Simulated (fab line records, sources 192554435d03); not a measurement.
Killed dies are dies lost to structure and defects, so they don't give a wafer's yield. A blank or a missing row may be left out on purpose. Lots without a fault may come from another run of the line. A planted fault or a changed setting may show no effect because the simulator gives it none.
Chamber matching | flow n5_finfet | N5_BEOL_M8_ETCH_72 on rie_diel-03: 4 sister chambers
The step etches underlayer in N2/H2, target depth 6.5 nm, time 5.2 s. 18 wafers are shown with their chamber, then 9 later ones without.

WAFERS WITH THEIR CHAMBER
wafer  | chamber | drypump_motor_current_A (A) | showerhead_plenum_p_Torr (Torr) | throttle_valve_pct (%)
L080.4 | 2       | 6.0                         | 2.61                            | 18.48
L080.5 | 3       | 5.5                         | 2.49                            | 17.84
L080.6 | 2       | 6.0                         | 2.61                            | 18.48
L081.3 | 1       | 6.6                         | 2.47                            | 17.59
L081.4 | 0       | 5.3                         | 2.50                            | 17.89
L081.5 | 1       | 6.5                         | 2.48                            | 17.58
L082.1 | 1       | 6.6                         | 2.47                            | 17.59
L082.2 | 2       | 6.0                         | 2.60                            | 18.51
L082.6 | 1       | 6.6                         | 2.48                            | 17.59
L085.1 | 0       | 5.3                         | 2.50                            | 17.91
L085.5 | 1       | 6.6                         | 2.47                            | 17.64
L085.6 | 2       | 5.9                         | 2.60                            | 18.09
L087.1 | 3       | 5.5                         | 2.48                            | 17.88
L087.5 | 2       | 6.0                         | 2.60                            | 18.11
L087.6 | 3       | 5.5                         | 2.48                            | 17.85
L086.1 | 0       | 5.4                         | 2.49                            | 17.91
L086.2 | 1       | 6.6                         | 2.47                            | 17.64
L086.4 | 2       | 6.0                         | 2.60                            | 18.12

SIGNATURES (means of the wafers above)
reading                  | chamber 0 | chamber 1 | chamber 2 | chamber 3 | scatter within a chamber
drypump_motor_current_A  | 5.333     | 6.583     | 5.983     | 5.500     | 0.0408
showerhead_plenum_p_Torr | 2.4967    | 2.4733    | 2.6033    | 2.4833    | 0.00535
throttle_valve_pct       | 17.9033   | 17.6050   | 18.2983   | 17.8567   | 0.127
Rule: a wafer's distance from a chamber is the root of the sum, over the readings, of the square of ((its reading less the chamber's mean) divided by the reading's scatter). The wafer belongs to the nearest chamber; if the next one is less than 2 further off, it can't be placed. The scatter: the root of (the sum of the squares of (reading less its chamber's mean) over the shown wafers, divided by (wafers less chambers)).

WAFERS WITHOUT THEIR CHAMBER
wafer  | drypump_motor_current_A (A) | showerhead_plenum_p_Torr (Torr) | throttle_valve_pct (%)
L090.3 | 6.6                         | 2.47                            | 17.65
L090.5 | 6.6                         | 2.47                            | 17.61
L090.6 | 5.9                         | 2.60                            | 18.12
L092.2 | 6.0                         | 2.60                            | 18.14
L092.4 | 6.6                         | 2.47                            | 17.62
L092.6 | 5.3                         | 2.49                            | 17.92
L093.1 | 6.0                         | 2.59                            | 18.14
L093.4 | 5.5                         | 2.47                            | 17.91
L093.6 | 6.6                         | 2.46                            | 17.65

WHICH CHAMBER EACH WENT THROUGH
wafer  | from the rows above | in truth
L090.3 | 1                   | 1
L090.5 | 1                   | 1
L090.6 | 2                   | 2
L092.2 | 2                   | 2
L092.4 | 1                   | 1
L092.6 | 0                   | 0
L093.1 | 2                   | 2
L093.4 | 3                   | 3
L093.6 | 1                   | 1
Placed correctly: 9 of 9. Can't be placed from these rows: 0. Placed wrongly: 0.
